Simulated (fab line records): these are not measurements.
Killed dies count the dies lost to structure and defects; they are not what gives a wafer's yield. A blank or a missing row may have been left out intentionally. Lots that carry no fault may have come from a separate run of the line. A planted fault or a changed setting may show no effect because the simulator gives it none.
Chamber matching | flow nand harc | NHARC_P_M2_DEP_33 on pecvd-04 has 3 sister chambers
The step deposits SiCN, target thk 30 nm. 18 wafers are shown with their chamber, then 9 later ones without.

## WAFERS WITH THEIR CHAMBER
wafer  | chamber | rf fwd power W (W) | heater power w (W)
L074.1 | 0       | 450.6              | 638
L074.2 | 1       | 449.6              | 612
L074.5 | 2       | 449.1              | 637
L081.2 | 0       | 446.7              | 599
L081.4 | 2       | 450.5              | 589
L081.5 | 1       | 448.5              | 570
L083.2 | 2       | 450.0              | 653
L083.3 | 0       | 449.6              | 543
L083.5 | 0       | 448.1              | 545
L085.1 | 2       | 447.7              | 569
L085.3 | 1       | 448.1              | 687
L085.6 | 0       | 449.5              | 573
L088.3 | 2       | 447.6              | 635
L088.5 | 0       | 450.5              | 678
L088.6 | 2       | 446.9              | 622
L090.1 | 1       | 448.2              | 561
L090.2 | 2       | 449.4              | 633
L090.3 | 0       | 449.1              | 658

SIGNATURES (means of the wafers above)
reading        | chamber 0 | chamber 1 | chamber 2 | scatter within a chamber
rf fwd power W | 449.157   | 448.600   | 448.743   | 1.26
heater power w | 604.86    | 607.50    | 619.71    | 46.9
Rule: a wafer's distance from a chamber is the root of the sum, over the readings, of the square of ((its reading less the chamber's mean) divided by the reading's scatter). If the next closest chamber is less than 2 further off than the closest, the wafer can't be placed; otherwise it belongs to the closest. The scatter: take each reading less its chamber's mean, square it, sum over the shown wafers, divide by the number of wafers less the number of chambers, and take the root.

## WAFERS WITHOUT THEIR CHAMBER
wafer  | rf fwd power W (W) | heater power w (W)
L092.1 | 449.3              | 695
L092.3 | 449.5              | 620
L092.5 | 446.2              | 566
L094.1 | 449.1              | 600
L094.4 | 449.1              | 604
L094.5 | 449.4              | 634
L097.1 | 450.5              | 645
L097.3 | 450.3              | 646
L097.4 | 452.5              | 626

## THE CHAMBER EACH PASSED THROUGH
wafer  | from the rows above          | in truth
L092.1 | can't be placed: 2 or 0 or 1 | 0
L092.3 | can't be placed: 0 or 2 or 1 | 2
L092.5 | can't be placed: 1 or 2 or 0 | 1
L094.1 | can't be placed: 0 or 1 or 2 | 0
L094.4 | can't be placed: 0 or 1 or 2 | 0
L094.5 | can't be placed: 2 or 0 or 1 | 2
L097.1 | can't be placed: 0 or 2 or 1 | 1
L097.3 | can't be placed: 0 or 2 or 1 | 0
L097.4 | can't be placed: 0 or 2 or 1 | 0
Placed correctly: 0 of 9. Not placeable from these rows: 9 (in 9, the candidates include the true chamber). Wrongly placed: 0.
